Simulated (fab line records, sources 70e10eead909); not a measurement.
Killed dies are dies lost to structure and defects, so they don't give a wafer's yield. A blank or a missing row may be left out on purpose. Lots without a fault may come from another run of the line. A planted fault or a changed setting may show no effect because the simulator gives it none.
fab line records | flow nand_harc
record lots=24 wafers=72 last_day=33
route steps=1302 shown A_CHANNEL_HOLE_D1@465 A_CHANNEL_HOLE_D2@590 A_CHANNEL_FILL_D2@616 A_STAIRCASE@669
lots that met no fault: from a run of the same line without faults
start_h: hours from the record's first day to the start of the lot's first wafer shown | wait_h: hours since the lot's step before | " the same as in the row above | L1.1+2: a row that stands for several wafers | - no value, or no start given | * or withheld: withheld | < > ~ a bound
route shown NAME@n: a module of which the file shows steps, and the number in the route of the first | usual: mean/standard deviation of fault-free wafers | same: alike in all rows | chamber/n: place in a boat | sites: the reading at each site | _std_site: their standard deviation | _edge_site: outer sites' mean less inner sites' | radius_mm: how far each site lies from the wafer's centre | mask NAME#n: copy n | behind: the tool/chamber that last shaped the wafer | hold: why the lot was held/for how many hours/how that ended | device: the transistor (n, p or np) that didn't switch | end of line: the same wafers' tests at the end of the route | a step without rows: its recipe alone | killed: dies lost to structure and defects at the first sort, not the wafer's yield | map: a wafer's dies, x killed, . not, _ none there
set.NAME: the setting as run; set.NAME@STEP: as run at that earlier step | model.NAME: the simulator's own value behind a step, which no gauge read
steps of the route over a sample of lots; a table a step, a row a wafer
services: from which hour (start_h, from the record's first day; less than 0 if before it) a tool's chamber was out of use, for how many hours, and why
## steps
# step NHARC_A_CHANNEL_HOLE_D1_DESCUM_15
# recipe time_s=3 o2_flow_sccm=200 ar_flow_sccm=0 bias_power_w=0 chemistry=O2
# usual drypump_motor_current_A=5.9/0.47 oes_product_au=1.003/0.014 rf_vpp_V=57.8/0.85 showerhead_plenum_p_Torr=1.94/0.042 throttle_valve_pct=11.312/0.0094
# same time_s=3
# columns lot.wafer tool chamber start_h wait_h drypump_motor_current_A oes_product_au rf_hours_counter_h rf_vpp_V showerhead_plenum_p_Torr throttle_valve_pct
L075.2 rie_diel-07 1 187.28 0.1 5.4 0.996 5 57.5 1.94 11.304
L075.3 " 0 " " 5.5 1.018 5 57.4 1.98 11.310
L075.5 " 2 " " 6.6 0.992 - 58.2 1.94 11.322
L074.4 rie_diel-09 1 187.60 0.1 5.6 0.998 15 59.5 2.02 11.301
L074.3 " 2 " " 5.5 1.022 14 57.7 1.97 11.330
L074.2 " 0 " " 5.4 1.014 12 57.8 1.94 11.319
L076.1 rie_diel-12 3 199.11 0.1 5.3 0.981 24 57.7 1.90 11.335
L076.5 " 1 " " 6.2 1.001 - 58.1 1.88 11.300
L076.6 " 2 " " 5.8 1.006 - 57.4 1.90 11.317
L077.1 rie_diel-07 2 221.50 0.1 6.6 1.009 7 58.2 1.94 11.301
L077.6 " 3 " " 5.9 0.989 - 58.6 1.94 11.301
L077.5 " 0 " " 5.6 1.016 - 57.8 1.97 11.320
L078.2 rie_diel-07 3 221.53 0.1 5.9 0.977 8 56.3 1.94 11.308
L078.4 " 0 " " 5.5 1.007 8 57.6 1.97 11.300
L078.5 " 3 " " 5.9 0.972 - 57.3 1.94 11.311
L080.4 rie_diel-07 2 233.92 0.1 6.6 0.996 9 59.0 1.93 11.303
L080.3 " 3 " " 5.9 0.989 9 55.7 1.94 11.314
L080.6 " 1 " " 5.4 0.985 - 58.6 1.94 11.314
L079.2 rie_diel-12 2 234.36 0.1 5.9 1.008 35 58.1 1.90 11.315
L079.4 " 3 " " 5.3 0.985 34 57.2 1.90 11.321
L079.5 " 1 " " 6.2 1.009 - 57.8 1.88 11.304
L081.4 rie_diel-09 1 257.17 0.1 5.6 0.987 32 58.7 2.01 11.311
L081.6 " 0 " " 5.3 0.992 - 57.5 1.93 11.305
L081.5 " 1 " " 5.5 0.987 - 58.6 2.01 11.297
L082.1 rie_diel-07 3 265.48 0.1 5.9 0.976 11 57.5 1.94 11.309
L082.4 " 0 " " 5.6 1.003 11 57.8 1.97 11.309
L082.5 " 3 " " 5.9 0.976 - 57.2 1.94 11.315
L083.1 rie_diel-07 1 275.30 0.1 5.4 0.985 13 58.1 1.94 11.326
L083.2 " 0 " " 5.6 1.013 12 55.9 1.97 11.327
L083.6 " 1 " " 5.4 1.005 - 57.4 1.94 11.319
L084.3 rie_diel-07 0 277.35 0.1 5.5 1.014 13 57.5 1.97 11.320
L084.2 " 1 " " 5.4 0.995 13 58.8 1.94 11.317
L084.4 " 2 " " 6.6 0.991 13 58.5 1.93 11.287
L085.1 rie_diel-07 2 293.00 0.1 6.6 1.006 15 56.7 1.93 11.295
L085.4 " 0 " " 5.6 0.995 14 58.0 1.97 11.311
L085.5 " 3 " " 5.9 0.979 - 57.6 1.94 11.318
L086.1 rie_diel-12 2 293.55 0.1 5.8 1.025 3 57.9 1.89 11.330
L086.2 " 3 " " 5.3 0.995 2 58.0 1.89 11.304
L086.5 " 2 " " 5.8 1.019 - 58.5 1.89 11.293
L087.2 rie_diel-07 1 303.87 0.1 5.4 1.002 0 56.5 1.94 11.315
L087.3 " 3 " " 5.9 0.985 0 59.0 1.94 11.309
L087.1 " 0 " " 5.6 1.011 0 57.7 1.97 11.313
L088.1 rie_diel-07 2 330.20 0.1 6.6 1.009 2 57.2 1.93 11.302
L088.3 " 3 " " 5.9 0.988 2 59.4 1.94 11.314
L088.4 " 1 " " 5.4 1.019 2 59.1 1.94 11.310
L089.3 rie_diel-07 1 335.33 0.1 5.4 1.017 3 57.5 1.94 11.304
L089.1 " 3 " " 5.9 0.996 3 56.8 1.94 11.324
L089.2 " 0 " " 5.5 1.018 3 56.9 1.97 11.301
L090.3 rie_diel-12 0 335.90 0.1 6.8 1.008 20 58.3 1.80 11.323
L090.4 " 1 " " 6.1 1.018 14 57.8 1.87 11.317
L090.1 " 2 " " 5.9 1.034 15 57.2 1.89 11.308
L091.3 rie_diel-09 3 356.66 0.1 6.6 1.004 11 58.8 1.99 11.312
L091.1 " 1 " " 5.6 1.006 4 58.5 2.00 11.318
L091.5 " 2 " " 5.5 1.017 - 57.0 1.95 11.305
L092.2 rie_diel-07 0 356.90 0.1 5.5 1.008 5 56.9 1.97 11.316
L092.4 " 1 " " 5.4 1.033 4 57.9 1.94 11.322
L092.1 " 2 " " 6.6 1.017 4 57.7 1.93 11.312
L093.1 rie_diel-09 1 363.50 0.1 5.6 1.003 6 58.3 2.00 11.322
L093.3 " 3 " " 6.6 1.010 12 59.1 1.99 11.311
L093.5 " 1 " " 5.6 1.001 - 58.6 2.00 11.319
L094.4 rie_diel-12 1 391.57 0.1 6.1 1.030 32 57.4 1.87 11.313
L094.1 " 3 " " 5.4 1.007 43 57.9 1.88 11.303
L094.5 " 2 " " 5.9 1.042 - 57.5 1.88 11.327
L095.3 rie_diel-07 1 392.60 0.1 5.4 1.020 6 56.6 1.94 11.309
L095.4 " 2 " " 6.6 0.995 5 57.6 1.93 11.318
L095.1 " 0 " " 5.6 1.002 6 58.7 1.97 11.308
L096.3 rie_diel-07 2 400.68 0.1 6.6 1.002 6 56.9 1.93 11.304
L096.1 " 3 " " 5.9 0.990 7 56.8 1.94 11.324
L096.2 " 0 " " 5.5 1.016 7 57.4 1.97 11.310
L097.1 rie_diel-07 2 405.23 0.1 6.6 1.000 7 56.8 1.93 11.292
L097.5 " 0 " " 5.6 1.021 - 57.9 1.97 11.319
L097.6 " 1 " " 5.4 1.022 - 56.8 1.94 11.326
# step NHARC_A_CHANNEL_HOLE_D1_ETCH_25
# recipe bias_v=5000 source_w=withheld pressure_mtorr=20 time_s=1040.2 ar_flow_sccm=375 c4f8_flow_sccm=93.8 o2_flow_sccm=31.2 temp_c=-20 target_depth_a=15000 chemistry=C4F8/O2/Ar
# usual drypump_motor_current_A=5.6/0.58 showerhead_plenum_p_Torr=3.700/0.025 throttle_valve_pct=32.235/0.0089
# same time_s=1040.2
# columns lot.wafer tool chamber start_h wait_h drypump_motor_current_A rf_hours_counter_h showerhead_plenum_p_Torr throttle_valve_pct
L075.2 har_etch-02 0 191.71 0.7 6.4 304 3.757 32.258
L075.3 " 0 " " 6.4 - 3.757 32.228
L075.5 " 0 " " 6.4 - 3.757 32.237
L074.2 har_etch-01 0 193.93 0.7 5.7 91 3.729 32.245
L074.3 " 0 " " 5.7 - 3.728 32.236
L074.4 " 1 " " 5.7 - 3.728 32.233
L076.1 har_etch-01 1 203.30 0.7 5.7 95 3.726 32.232
L076.5 " 0 " " 5.6 - 3.726 32.236
L076.6 " 1 " " 5.7 - 3.726 32.226
L077.1 har_etch-02 0 226.15 0.6 6.4 323 3.746 32.234
L077.5 " 0 " " 6.4 - 3.746 32.240
L077.6 " 1 " " 4.8 - 3.711 32.230
L078.2 har_etch-01 1 230.24 0.7 5.7 110 3.718 32.239
L078.4 " 0 " " 5.6 - 3.717 32.244
L078.5 " 0 " " 5.6 - 3.717 32.232
L080.4 har_etch-02 1 238.28 0.7 4.8 - 3.709 32.242
L080.3 " 0 " " 6.4 - 3.745 32.235
L080.6 " 0 " " 6.4 - 3.744 32.246
L079.2 har_etch-01 1 238.41 0.6 5.7 114 3.715 32.238
L079.4 " 0 " " 5.6 - 3.715 32.234
L079.5 " 1 " " 5.7 - 3.716 32.248
L081.4 har_etch-01 0 261.66 0.7 5.6 - 3.711 32.233
L081.5 " 1 " " 5.7 - 3.711 32.236
L081.6 " 0 " " 5.6 - 3.712 32.233
L082.1 har_etch-01 0 272.26 0.7 5.6 129 3.708 32.242
L082.4 " 1 " " 5.7 - 3.707 32.240
L082.5 " 0 " " 5.6 - 3.707 32.236
L083.1 har_etch-02 1 282.23 1.3 4.8 353 3.696 32.241
L083.2 " 1 " " 4.8 - 3.696 32.247
L083.6 " 1 283.70 1.5 4.8 - 3.695 32.242
L084.2 har_etch-02 1 290.81 1.3 4.8 - 3.691 32.260
L084.3 " 1 " " 4.8 - 3.691 32.242
L084.4 " 1 " " 4.8 - 3.691 32.246
L085.1 har_etch-01 1 299.02 0.7 5.7 152 3.695 32.249
L085.4 " 1 " " 5.7 - 3.695 32.226
L085.5 " 0 " " 5.7 - 3.695 32.237
L086.1 har_etch-02 1 299.77 0.6 4.8 369 3.686 32.244
L086.2 " 0 " " 6.4 354 3.730 32.259
L086.5 " 1 " " 4.8 - 3.686 32.236
L087.1 har_etch-02 0 308.11 0.6 6.4 361 3.726 32.228
L087.2 " 1 " " 4.8 377 3.682 32.232
L087.3 " 1 " " 4.8 - 3.682 32.226
L088.1 har_etch-02 0 334.28 0.6 6.4 365 3.723 32.253
L088.3 " 0 " " 6.4 - 3.724 32.213
L088.4 " 1 " " 4.8 - 3.680 32.240
L089.2 har_etch-01 0 344.22 0.6 5.6 175 3.682 32.232
L089.1 " 1 " " 5.7 175 3.682 32.226
L089.3 " 0 " " 5.6 - 3.682 32.240
L090.1 har_etch-02 1 346.59 0.7 4.8 392 3.674 32.228
L090.3 " 0 " " 6.4 - 3.717 32.239
L090.4 " 1 " " 4.8 - 3.674 32.235
L091.1 har_etch-02 0 360.86 0.7 6.4 388 3.711 32.239
L091.3 " 1 " " 4.8 - 3.667 32.229
L091.5 " 0 " " 6.4 - 3.711 32.213
L092.1 har_etch-01 1 361.23 0.6 5.7 190 3.674 32.238
L092.2 " 0 " " 5.7 190 3.674 32.246
L092.4 " 0 " " 5.6 - 3.674 32.223
L093.1 har_etch-01 1 367.73 0.7 5.7 194 3.672 32.220
L093.3 " 0 " " 5.7 - 3.672 32.238
L093.5 " 1 " " 5.7 - 3.672 32.226
L094.1 har_etch-02 1 400.70 0.6 4.8 7 3.660 32.232
L094.4 " 0 " " 6.4 - 3.703 32.237
L094.5 " 0 " " 6.4 - 3.703 32.243
L095.1 har_etch-01 0 402.54 0.6 5.7 209 3.664 32.223
L095.4 " 1 " " 5.7 - 3.664 32.233
L095.3 " 0 " " 5.6 - 3.664 32.230
L096.2 har_etch-02 1 409.01 0.6 4.8 14 3.654 32.243
L096.1 " 0 " " 6.4 14 3.698 32.231
L096.3 " 0 " " 6.4 - 3.698 32.227
L097.1 har_etch-02 0 413.16 0.6 6.4 18 3.696 32.232
L097.5 " 0 " " 6.4 - 3.697 32.224
L097.6 " 1 " " 4.8 - 3.653 32.240
# step NHARC_A_CHANNEL_HOLE_D2_CD_MEAS_18
# usual cd_nm=99.8/2.6
# columns lot.wafer tool chamber start_h wait_h cd_nm
L075.2 cd_sem-03 - 296.04 - 98.3
L075.3 " - " " 97.2
L075.5 " - " " 99.9
L074.2 cd_sem-02 - 302.01 - 103.3
L074.3 " - " " 99.6
L074.4 " - " " 99.1
L076.1 cd_sem-02 - 309.61 - 96.2
L076.5 " - " " 103.5
L076.6 " - " " 101.2
L078.2 cd_sem-02 - 335.08 - 99.9
L078.4 " - " " 102.8
L078.5 " - " " 102.5
L077.1 cd_sem-02 - 335.29 - 98.9
L077.5 " - " " 104.0
L077.6 " - " " 102.3
L079.2 cd_sem-02 - 338.76 - 101.7
L079.4 " - " " 102.9
L079.5 " - " " 101.0
L080.3 cd_sem-01 - 339.14 - 98.0
L080.4 " - " " 100.4
L080.6 " - " " 100.0
L081.4 cd_sem-02 - 362.80 - 100.6
L081.5 " - " " 101.8
L081.6 " - " " 95.9
L082.1 cd_sem-02 - 375.82 - 100.4
L082.4 " - " " 98.5
L082.5 " - " " 98.1
L083.1 cd_sem-03 - 394.54 - 97.3
L083.2 " - " " 103.1
L083.6 " - " " 100.7
L084.2 cd_sem-01 - 399.81 - 96.7
L084.3 " - " " 98.6
L084.4 " - " " 99.5
L086.1 cd_sem-02 - 403.74 - 101.4
L086.2 " - " " 98.6
L086.5 " - " " 98.8
L085.1 cd_sem-01 - 411.38 - 103.9
L085.4 " - " " 97.6
L085.5 " - " " 105.2
L087.1 cd_sem-02 - 419.17 - 103.3
L087.2 " - " " 102.4
L087.3 " - " " 97.5
L088.1 cd_sem-03 - 443.31 - 100.5
L088.3 " - " " 98.0
L088.4 " - " " 96.3
L090.1 cd_sem-03 - 449.72 - 97.9
L090.3 " - " " 102.0
L090.4 " - " " 95.9
L089.1 cd_sem-01 - 449.77 - 96.8
L089.2 " - " " 96.4
L089.3 " - " " 98.6
L092.1 cd_sem-03 - 465.63 - 99.6
L092.2 " - " " 95.8
L092.4 " - " " 96.6
L091.1 cd_sem-02 - 469.34 - 98.6
L091.3 " - " " 97.7
L091.5 " - " " 98.6
L093.1 cd_sem-03 - 473.64 - 99.4
L093.3 " - " " 100.8
L093.5 " - " " 96.9
L095.1 cd_sem-03 - 500.95 - 98.2
L095.3 " - " " 104.1
L095.4 " - " " 100.1
L094.1 cd_sem-03 - 501.07 - 102.7
L094.4 " - " " 103.2
L094.5 " - " " 101.4
L097.1 cd_sem-01 - 514.60 - 99.9
L097.5 " - " " 99.1
L097.6 " - " " 93.6
L096.1 cd_sem-01 - 516.72 - 103.2
L096.2 " - " " 102.7
L096.3 " - " " 101.9
# step NHARC_A_CHANNEL_HOLE_D2_ETCH_24
# recipe bias_v=5000 source_w=withheld pressure_mtorr=20 time_s=906.2 ar_flow_sccm=375 c4f8_flow_sccm=93.8 o2_flow_sccm=31.2 temp_c=-20 target_depth_a=15000 chemistry=C4F8/O2/Ar
# usual drypump_motor_current_A=5.7/0.49 showerhead_plenum_p_Torr=3.665/0.025 throttle_valve_pct=32.236/0.0092
# same time_s=906.2
# columns lot.wafer tool chamber start_h wait_h drypump_motor_current_A rf_hours_counter_h showerhead_plenum_p_Torr throttle_valve_pct
L075.2 har_etch-01 0 302.56 0.6 5.7 155 3.693 32.236
L075.3 " 1 " " 5.7 - 3.693 32.229
L075.5 " 0 " " 5.7 - 3.693 32.230
L074.2 har_etch-01 1 306.59 0.6 5.7 159 3.691 32.225
L074.4 " 1 " " 5.7 - 3.691 32.241
L074.3 " 0 " " 5.6 - 3.691 32.232
L076.1 har_etch-01 0 311.95 0.6 5.7 163 3.689 32.241
L076.5 " 1 " " 5.7 - 3.689 32.253
L076.6 " 0 " " 5.7 - 3.689 32.226
L078.2 har_etch-01 1 339.31 0.6 5.7 170 3.685 32.231
L078.4 " 0 " " 5.7 - 3.685 32.226
L078.5 " 0 " " 5.6 - 3.685 32.234
L077.1 har_etch-02 1 341.62 0.6 4.8 388 3.676 32.231
L077.5 " 0 " " 6.4 - 3.720 32.247
L077.6 " 1 " " 4.8 - 3.676 32.243
L079.2 har_etch-01 0 347.64 0.6 5.7 178 3.681 32.247
L079.4 " 1 " " 5.7 - 3.681 32.231
L079.5 " 1 " " 5.7 - 3.681 32.229
L080.3 har_etch-02 0 350.10 0.6 6.4 - 3.715 32.239
L080.4 " 1 " " 4.8 - 3.672 32.211
L080.6 " 0 " " 6.4 - 3.715 32.236
L081.4 har_etch-02 0 365.38 0.6 6.4 - 3.709 32.229
L081.5 " 1 " " 4.8 - 3.666 32.250
L081.6 " 0 " " 6.4 - 3.709 32.229
L082.1 har_etch-01 1 389.90 0.6 5.7 197 3.670 32.234
L082.4 " 1 " " 5.7 - 3.670 32.237
L082.5 " 1 " " 5.7 - 3.670 32.256
L083.1 har_etch-02 0 404.09 0.6 6.4 10 3.701 32.257
L083.2 " 1 " " 4.8 10 3.658 32.244
L083.6 " 0 " " 6.4 - 3.701 32.225
L084.2 har_etch-01 0 405.91 0.6 5.6 212 3.662 32.251
L084.3 " 1 " " 5.7 - 3.662 32.233
L084.4 " 0 " " 5.6 - 3.662 32.237
L086.2 har_etch-01 1 409.94 0.6 5.7 216 3.660 32.241
L086.1 " 0 " " 5.6 216 3.660 32.233
L086.5 " 0 " " 5.6 - 3.660 32.245
L085.1 har_etch-01 0 414.24 0.6 5.6 220 3.658 32.238
L085.4 " 0 " " 5.6 - 3.658 32.252
L085.5 " 0 " " 5.6 - 3.659 32.248
L087.1 har_etch-02 1 421.39 0.6 4.8 21 3.651 32.225
L087.2 " 0 " " 6.4 21 3.695 32.238
L087.3 " 0 " " 6.4 - 3.695 32.234
L088.1 har_etch-02 1 445.51 0.6 4.8 36 3.643 32.248
L088.3 " 1 " " 4.8 - 3.644 32.212
L088.4 " 0 " " 6.4 - 3.687 32.242
L090.1 har_etch-02 1 452.05 0.6 4.8 40 3.641 32.237
L090.4 " 0 " " 6.4 - 3.684 32.230
L090.3 " 1 " " 4.8 - 3.641 32.237
L089.1 har_etch-01 0 453.48 0.6 5.6 243 3.646 32.237
L089.2 " 1 " " 5.7 243 3.646 32.227
L089.3 " 1 " " 5.7 - 3.646 32.237
L092.1 har_etch-01 0 470.08 0.6 5.7 251 3.642 32.240
L092.2 " 1 " " 5.7 251 3.642 32.226
L092.4 " 0 " " 5.6 - 3.642 32.232
L091.1 har_etch-01 0 474.38 0.6 5.6 254 3.639 32.241
L091.3 " 0 " " 5.6 - 3.640 32.226
L091.5 " 1 " " 5.7 - 3.639 32.225
L093.1 har_etch-01 0 478.41 0.6 5.6 258 3.637 32.238
L093.3 " 1 " " 5.7 - 3.637 32.240
L093.5 " 1 " " 5.7 - 3.637 32.224
L095.1 har_etch-01 0 503.30 0.6 5.6 266 3.633 32.232
L095.3 " 1 " " 5.7 - 3.633 32.237
L095.4 " 0 " " 5.6 - 3.633 32.228
L094.1 har_etch-02 1 503.39 0.6 4.9 67 3.627 32.232
L094.4 " 1 " " 4.8 - 3.627 32.226
L094.5 " 1 " " 4.8 - 3.627 32.233
L097.1 har_etch-01 1 522.03 0.6 5.7 281 3.625 32.230
L097.5 " 0 " " 5.6 - 3.625 32.241
L097.6 " 1 " " 5.7 - 3.625 32.249
L096.1 har_etch-02 1 522.72 0.6 4.8 82 3.619 32.238
L096.2 " 0 " " 6.4 82 3.662 32.234
L096.3 " 0 " " 6.4 - 3.662 32.245
# step NHARC_A_CHANNEL_FILL_D2_ALD_16
# recipe target_thk_a=15 pulse_time_s=10 ald_cycles=15 temp_c=300 material=SiO2
# usual heater_power_w=492/50 precursor_pulse_height_rel=1.002/0.017
# columns lot.wafer tool chamber start_h wait_h heater_power_w precursor_pulse_height_rel
L075.2 ald_hk-02 2 319.84 0.1 441 0.992
L075.3 " 0 " " 565 0.998
L075.5 " 1 " " 521 1.027
L074.3 ald_hk-02 0 322.91 0.0 580 0.990
L074.2 " 1 " " 524 1.017
L074.4 " 3 " " 491 1.001
L076.1 ald_hk-04 0 328.09 0.1 584 0.957
L076.5 " 3 " " 467 0.989
L076.6 " 0 " " 586 0.995
L078.4 ald_hk-04 1 355.71 0.1 470 0.975
L078.2 " 2 " " 453 1.007
L078.5 " 0 " " 595 1.011
L077.1 ald_hk-04 3 360.01 0.0 470 1.027
L077.5 " 3 " " 466 1.016
L077.6 " 0 " " 595 1.008
L079.2 ald_hk-04 3 363.69 0.1 474 0.994
L079.4 " 0 " " 583 0.967
L079.5 " 1 " " 467 0.990
L080.3 ald_hk-04 3 367.16 0.0 457 1.013
L080.4 " 1 " " 461 1.021
L080.6 " 0 " " 601 1.005
L081.4 ald_hk-04 0 381.06 0.1 603 1.002
L081.5 " 1 " " 468 1.013
L081.6 " 2 " " 440 0.996
L082.4 ald_hk-04 0 405.89 0.1 590 1.015
L082.1 " 2 " " 438 0.994
L082.5 " 0 " " 608 0.990
L084.3 ald_hk-02 1 420.63 0.0 504 0.989
L084.2 " 2 " " 454 0.994
L084.4 " 0 " " 519 1.024
L083.2 ald_hk-04 2 420.69 0.1 453 1.015
L083.1 " 3 " " 459 1.036
L083.6 " 0 " " 595 1.005
L086.1 ald_hk-04 3 425.91 0.0 469 1.001
L086.2 " 0 " " 594 1.031
L086.5 " 0 " " 611 0.968
L085.4 ald_hk-01 3 430.18 0.1 443 1.014
L085.1 " 1 " " 526 1.005
L085.5 " 2 " " 436 1.021
L087.3 ald_hk-01 2 437.62 0.1 449 1.000
L087.1 " 3 " " 431 1.002
L087.2 " 0 " " 471 1.006
L088.1 ald_hk-01 2 462.08 0.1 468 0.966
L088.4 " 3 " " 438 1.025
L088.3 " 0 " " 488 0.978
L089.2 ald_hk-02 1 467.90 0.0 500 1.013
L089.3 " 3 " " 518 1.020
L089.1 " 0 " " 539 0.988
L090.4 ald_hk-04 0 467.91 0.0 560 1.007
L090.3 " 1 " " 463 1.003
L090.1 " 2 " " 457 0.986
L092.2 ald_hk-01 2 488.54 2.5 454 1.017
L092.1 " 3 " " 418 1.030
L092.4 " 0 " " 458 1.016
L091.1 ald_hk-04 1 490.27 0.1 461 1.026
L091.3 " 3 " " 437 0.997
L091.5 " 1 " " 459 1.024
L093.3 ald_hk-02 1 497.09 2.5 499 0.975
L093.1 " 2 " " 463 1.000
L093.5 " 3 " " 523 0.993
L095.3 ald_hk-02 0 519.17 0.1 537 0.996
L095.1 " 1 " " 500 1.017
L095.4 " 2 " " 454 1.023
L094.4 ald_hk-01 1 519.18 0.1 511 1.011
L094.1 " 3 " " 433 1.013
L094.5 " 1 " " 523 1.012
L097.1 ald_hk-01 1 538.86 1.0 514 0.998
L097.5 " 0 " " 462 1.022
L097.6 " 1 " " 531 1.000
L096.3 ald_hk-01 0 538.99 1.1 456 1.011
L096.2 " 1 " " 522 1.007
L096.1 " 2 " " 463 1.002
# step NHARC_A_STAIRCASE_ETCH_13
# recipe target_depth_a=1000 time_s=40.5 ion_energy_ev=400 c4f8_flow_sccm=20 o2_flow_sccm=10 ar_flow_sccm=withheld rf_w=600 bias_w=1000 chemistry=C4F8/O2
# usual oes_product_au=0.941/0.014 rf_vpp_V=894/4.6
# same time_s=40.5
# columns lot.wafer tool chamber start_h wait_h oes_product_au rf_hours_counter_h rf_vpp_V
L075.2 rie_diel-02 2 - - 0.924 47 895
L075.3 " 0 " " 0.932 50 887
L075.5 " 2 " " 0.922 - 894
L074.3 rie_diel-02 3 - - 0.958 51 891
L074.2 " 1 " " 0.948 53 888
L074.4 " 2 " " 0.945 50 893
L076.1 rie_diel-02 2 - - 0.915 50 894
L076.5 " 1 " " 0.938 - 889
L076.6 " 2 " " 0.919 - 894
L078.4 rie_diel-12 3 - - 0.943 45 891
L078.2 " 1 " " 0.963 34 892
L078.5 " 0 " " 0.937 - 889
L077.1 rie_diel-02 3 - - 0.962 2 890
L077.6 " 1 " " 0.931 - 889
L077.5 " 2 " " 0.940 - 894
L079.2 rie_diel-12 1 - - 0.946 42 893
L079.5 " 1 " " 0.953 - 893
L079.4 " 2 " " 0.950 - 893
L080.3 rie_diel-09 3 - - 0.945 26 900
L080.4 " 0 " " 0.909 27 896
L080.6 " 0 " " 0.929 - 896
L081.5 rie_diel-09 3 - - 0.931 - 901
L081.4 " 0 " " 0.920 - 897
L081.6 " 1 " " 0.924 - 900
L082.1 rie_diel-12 0 - - 0.952 62 887
L082.4 " 1 " " 0.964 52 893
L082.5 " 2 " " 0.980 - 895
L083.2 rie_diel-09 3 - - 0.950 41 901
L083.1 " 1 " " 0.952 35 900
L083.6 " 0 " " 0.947 - 896
L084.4 rie_diel-09 3 - - 0.935 41 901
L084.2 " 0 " " 0.925 42 896
L084.3 " 1 " " 0.924 36 901
L085.1 rie_diel-02 3 - - 0.952 22 890
L085.4 " 0 " " 0.957 23 887
L085.5 " 2 " " 0.946 - 891
L086.1 rie_diel-09 0 - - 0.940 44 896
L086.2 " 1 " " 0.951 37 902
L086.5 " 0 " " 0.936 - 896
L087.1 rie_diel-12 1 - - 0.957 8 893
L087.2 " 2 " " 0.963 8 893
L087.3 " 3 " " 0.963 7 895
L088.4 rie_diel-02 1 - - 0.923 36 888
L088.3 " 3 " " 0.925 34 889
L088.1 " 0 " " 0.945 34 887
L090.4 rie_diel-12 1 - - 0.945 20 893
L090.1 " 2 " " 0.947 19 891
L090.3 " 3 " " 0.962 21 894
L089.3 rie_diel-09 0 - - 0.960 1 895
L089.2 " 1 " " 0.944 1 900
L089.1 " 2 " " 0.964 1 897
L092.1 rie_diel-12 1 - - 0.929 26 892
L092.2 " 2 " " 0.948 28 892
L092.4 " 3 " " 0.950 30 894
L091.3 rie_diel-02 2 - - 0.937 44 892
L091.1 " 3 " " 0.940 43 890
L091.5 " 1 " " 0.922 - 889
L093.1 rie_diel-12 3 - - 0.947 35 893
L093.3 " 1 " " 0.922 29 892
L093.5 " 3 " " 0.957 - 892
L095.1 rie_diel-09 0 - - 0.945 13 896
L095.4 " 1 " " 0.950 14 900
L095.3 " 2 " " 0.947 16 896
L094.4 rie_diel-09 2 - - 0.942 16 897
L094.1 " 3 " " 0.960 16 900
L094.5 " 2 " " 0.938 - 898
L097.1 rie_diel-12 3 - - 0.925 51 891
L097.6 " 0 " " 0.936 - 886
L097.5 " 3 " " 0.927 - 890
L096.1 rie_diel-02 2 - - 0.928 0 891
L096.2 " 0 " " 0.922 0 906
L096.3 " 1 " " 0.922 0 888
## services
# columns tool chamber start_h hours kind
rie_diel-02 3 189.49 5.3 repair
rie_diel-09 1 198.29 6.4 repair
rie_diel-02 - 217.09 9.0 pm
rie_diel-07 3 242.33 4.4 repair
ald_hk-04 - 257.02 10.0 pm
rie_diel-09 1 263.44 2.9 repair
rie_diel-12 - 272.16 9.0 pm
rie_diel-07 - 294.26 9.0 pm
rie_diel-09 1 319.43 1.2 repair
rie_diel-09 - 320.19 9.0 pm
rie_diel-07 2 333.61 8.0 repair
rie_diel-07 - 342.37 0.6 repair
rie_diel-12 0 343.12 11.2 repair
rie_diel-09 - 351.97 4.2 repair
rie_diel-07 - 361.37 0.7 repair
har_etch-02 - 377.00 17.0 pm
rie_diel-12 3 397.22 12.4 repair
rie_diel-07 3 427.06 7.1 repair
rie_diel-09 2 427.47 7.2 repair
rie_diel-07 2 442.55 3.9 repair
rie_diel-07 - 471.26 9.0 pm
rie_diel-07 3 484.98 10.3 repair
rie_diel-09 - 497.19 9.0 pm
rie_diel-07 2 516.20 3.2 repair
## key
fault none
